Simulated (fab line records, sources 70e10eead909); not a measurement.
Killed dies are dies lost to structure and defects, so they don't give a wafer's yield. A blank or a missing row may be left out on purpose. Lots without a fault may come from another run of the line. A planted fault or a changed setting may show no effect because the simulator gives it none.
Which tool did it? | flow nand_harc | 13 lots, 39 wafers sampled, at 5 steps of a route of 1159

WHAT THE GAUGES READ, wafer by wafer
NHARC_END_SORT_01.
lot  | measured     | on        | killed_at_array | killed_at_other | killed_at_periphery | killed_dies | killed_open | killed_short
L279 | day 23 03:16 | prober-01 | 28 25 675       | 0 1 0           | 3 3 2               | 31 29 677   | 0 0 3       | 1 0 2
L282 | day 23 23:02 | prober-02 | 41 32 677       | 0 0 0           | 1 1 0               | 42 33 677   | 1 1 3       | 3 1 0

WHICH TOOL RAN EACH LOT (tool, then ch and the chambers of the sampled wafers, then the start)
lot  | NHARC_A_STAIRCASE_ETCH_21                     | NHARC_A_STAIRCASE_ETCH_25                     | NHARC_A_STAIRCASE_ETCH_197         | NHARC_A_STAIRCASE_ETCH_203
L264 | rie_diel-13 ch 0,2,3, day 11 08:06 or earlier | rie_diel-13 ch 0,1,3, day 11 08:06 or earlier | rie_diel-13 ch 0,2,3, day 11 08:06 | rie_diel-13 ch 0,1,3, no start
L265 | rie_diel-13 ch 0,3, day 11 13:09 or earlier   | rie_diel-13 ch 1,2,3, day 11 13:09 or earlier | rie_diel-11 ch 2,3, day 11 13:09   | rie_diel-11 ch 0,2,3, no start
L267 | rie_diel-11 ch 0,2,3, day 11 22:46 or earlier | rie_diel-11 ch 2,3, day 11 22:46 or earlier   | rie_diel-11 ch 0,2,3, day 11 22:46 | rie_diel-11 ch 0,2,3, no start
L268 | rie_diel-01 ch 0,1,2, day 12 10:28 or earlier | rie_diel-01 ch 0,2, day 12 10:28 or earlier   | rie_diel-13 ch 1,3, day 12 10:28   | rie_diel-13 ch 1,3, no start
L269 | rie_diel-13 ch 0,1,2, day 12 11:01 or earlier | rie_diel-13 ch 0,1,2, day 12 11:01 or earlier | rie_diel-11 ch 1,2,3, day 12 11:01 | rie_diel-11 ch 1,2,3, no start
L270 | rie_diel-13 ch 0,1,3, day 13 01:35 or earlier | rie_diel-13 ch 0,3, day 13 01:35 or earlier   | rie_diel-13 ch 0,1,2, day 13 01:35 | rie_diel-13 ch 0,1,2, no start
L272 | rie_diel-11 ch 0,1,2, day 13 04:56 or earlier | rie_diel-11 ch 0,1,2, day 13 04:56 or earlier | rie_diel-13 ch 0,2,3, day 13 04:56 | rie_diel-13 ch 1,2,3, no start
L276 | rie_diel-13 ch 2,3, day 14 02:31 or earlier   | rie_diel-13 ch 0,3, day 14 02:31 or earlier   | rie_diel-11 ch 0,2, day 14 02:31   | rie_diel-11 ch 0,1,3, no start
L279 | rie_diel-11 ch 0,1,3, day 14 20:08 or earlier | rie_diel-11 ch 0,1,3, day 14 20:08 or earlier | rie_diel-13 ch 0,2,3, day 14 20:08 | rie_diel-13 ch 0,1,3, day 23 03:16 or earlier
L278 | rie_diel-13 ch 0,1, day 14 20:47 or earlier   | rie_diel-13 ch 0,1, day 14 20:47 or earlier   | rie_diel-01 ch 1,2,3, day 14 20:47 | rie_diel-01 ch 0,1,3, no start
L282 | rie_diel-13 ch 0,2,3, day 15 19:17 or earlier | rie_diel-13 ch 0,1,2, day 15 19:17 or earlier | rie_diel-13 ch 0,2,3, day 15 19:17 | rie_diel-13 ch 0,1,2, day 23 23:02 or earlier
L283 | rie_diel-11 ch 2,3, day 15 19:52 or earlier   | rie_diel-11 ch 0,2, day 15 19:52 or earlier   | rie_diel-01 ch 2,3, day 15 19:52   | rie_diel-01 ch 0,1,2, no start
L286 | rie_diel-13 ch 1,3, day 16 16:47 or earlier   | rie_diel-13 ch 1,2, day 16 16:47 or earlier   | rie_diel-11 ch 0,1,2, day 16 16:47 | rie_diel-11 ch 1,3, no start
- NHARC_A_STAIRCASE_ETCH_21: etches the open film in C4F8/O2, target depth 100 nm, time 40.5 s.
- NHARC_A_STAIRCASE_ETCH_25: etches the open film in C4F8/O2, target depth 100 nm, time 40.5 s.
- NHARC_A_STAIRCASE_ETCH_197: etches the open film in C4F8/O2, target depth 100 nm, time 40.5 s.
- NHARC_A_STAIRCASE_ETCH_203: etches the open film in C4F8/O2, target depth 100 nm, time 40.5 s.

WHAT THE TOOLS THEMSELVES READ (means of the sampled wafers that have a number; where no wafer has one, the mark that the record gives instead)
NHARC_A_STAIRCASE_ETCH_21.
lot  | tool        | oes_product_au (a.u.) | rf_vpp_V (V) | run_length_s (s)
L264 | rie_diel-13 | 0.985                 | 898          | 61.7
L265 | rie_diel-13 | 0.932                 | 897          | 61.7
L267 | rie_diel-11 | 0.954                 | 899          | 62.2
L268 | rie_diel-01 | 0.938                 | 896          | 61.9
L269 | rie_diel-13 | 0.947                 | 901          | 61.9
L270 | rie_diel-13 | 0.971                 | 898          | 61.7
L272 | rie_diel-11 | 0.947                 | 895          | 61.9
L276 | rie_diel-13 | 0.944                 | 897          | 61.9
L279 | rie_diel-11 | 0.977                 | 898          | 62.0
L278 | rie_diel-13 | 0.983                 | 903          | 62.0
L282 | rie_diel-13 | 0.943                 | 898          | 61.8
L283 | rie_diel-11 | 0.921                 | 897          | 61.4
L286 | rie_diel-13 | 0.932                 | 894          | 61.3

NHARC_A_STAIRCASE_ETCH_25.
lot  | tool        | oes_product_au (a.u.) | rf_vpp_V (V) | run_length_s (s)
L264 | rie_diel-13 | 0.959                 | 899          | 61.8
L265 | rie_diel-13 | 0.941                 | 896          | 61.6
L267 | rie_diel-11 | 0.937                 | 898          | 61.5
L268 | rie_diel-01 | 0.951                 | 901          | 61.9
L269 | rie_diel-13 | 0.950                 | 900          | 61.9
L270 | rie_diel-13 | 0.959                 | 901          | 61.8
L272 | rie_diel-11 | 0.946                 | 896          | 61.8
L276 | rie_diel-13 | 0.957                 | 901          | 61.7
L279 | rie_diel-11 | 0.954                 | 898          | 61.9
L278 | rie_diel-13 | 0.959                 | 902          | 61.8
L282 | rie_diel-13 | 0.959                 | 899          | 61.9
L283 | rie_diel-11 | 0.940                 | 895          | 61.9
L286 | rie_diel-13 | 0.947                 | 897          | 62.0

NHARC_A_STAIRCASE_ETCH_197.
lot  | tool        | oes_product_au (a.u.) | rf_vpp_V (V) | run_length_s (s)
L264 | rie_diel-13 | 0.951                 | 899          | 61.8
L265 | rie_diel-11 | 0.932                 | 898          | 61.3
L267 | rie_diel-11 | 0.957                 | 898          | 61.9
L268 | rie_diel-13 | 0.946                 | 896          | 61.5
L269 | rie_diel-11 | 0.941                 | 895          | 61.6
L270 | rie_diel-13 | 0.962                 | 900          | 61.9
L272 | rie_diel-13 | 0.958                 | 898          | 61.9
L276 | rie_diel-11 | 0.981                 | 899          | 62.1
L279 | rie_diel-13 | 0.959                 | 898          | 57.4
L278 | rie_diel-01 | 0.941                 | 896          | 62.0
L282 | rie_diel-13 | 0.956                 | 898          | 57.3
L283 | rie_diel-01 | 0.936                 | 901          | 62.1
L286 | rie_diel-11 | 0.977                 | 896          | 61.9

NHARC_A_STAIRCASE_ETCH_203.
lot  | tool        | oes_product_au (a.u.) | rf_vpp_V (V) | run_length_s (s)
L264 | rie_diel-13 | 0.951                 | 898          | 61.7
L265 | rie_diel-11 | 0.926                 | 898          | 61.8
L267 | rie_diel-11 | 0.939                 | 898          | 61.8
L268 | rie_diel-13 | 0.936                 | 895          | 61.4
L269 | rie_diel-11 | 0.934                 | 895          | 61.8
L270 | rie_diel-13 | 0.954                 | 900          | 61.7
L272 | rie_diel-13 | 0.950                 | 895          | 61.5
L276 | rie_diel-11 | 0.940                 | 899          | 61.8
L279 | rie_diel-13 | 0.958                 | 898          | 61.5
L278 | rie_diel-01 | 0.941                 | 894          | 61.3
L282 | rie_diel-13 | 0.943                 | 899          | 61.8
L283 | rie_diel-01 | 0.941                 | 897          | 62.0
L286 | rie_diel-11 | 0.940                 | 897          | 61.3

THE ANSWER, worked out from the rows above alone
Rule: what is usual is taken from the lots themselves. Put in order of their means at a reading, lots are off if they are a third of the lots or fewer, leave a main group of 4 or more, and stand apart from it by a gap of 3 or more times the standard deviation of the main group's means; of several such gaps the widest counts. A main group whose means are all the same, to the digits that the tables above print for the reading, isn't used. A lot without any number at a reading at which 4 lots or more have one is off too. The other lots that the step has rows for count as sound. The gauges are gone through in route order, then the tools' own readings, and for those a lot's mean is taken as printed above. The first step at which some lot is off is used, and at that step the reading that is off furthest; a lot without a number counts as furthest.
Off: L279, L282, at NHARC_A_STAIRCASE_ETCH_197 (run_length_s). The main group: mean 61.8 s, standard deviation 0.24.
A tool fits if, at that step or a process step before it, it ran every lot that is off, and no sound lot after the first of them. NHARC_A_STAIRCASE_ETCH_21 gives no start for some lots, so the hours and the order of its lots are those of NHARC_A_STAIRCASE_ETCH_197. NHARC_A_STAIRCASE_ETCH_25 gives no start for some lots, so the hours and the order of its lots are those of NHARC_A_STAIRCASE_ETCH_197. One fits: rie_diel-13 at NHARC_A_STAIRCASE_ETCH_197. Its last sound lot is L272 (day 13 04:56), its first lot that is off L279 (day 14 20:08): a fault that began between those two fits.
The tool's own readings at NHARC_A_STAIRCASE_ETCH_197 bear it out: on the lots that are off they differ by more than 5 times the standard deviation of the sound lots' means. run_length_s reads 57.3 s there against 61.8 s on the sound lots.

WHAT THE SIMULATOR HAD PUT IN
Process parameter drift: rie_diel-13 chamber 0, from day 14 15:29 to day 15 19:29, at NHARC_A_STAIRCASE_ETCH_197. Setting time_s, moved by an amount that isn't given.
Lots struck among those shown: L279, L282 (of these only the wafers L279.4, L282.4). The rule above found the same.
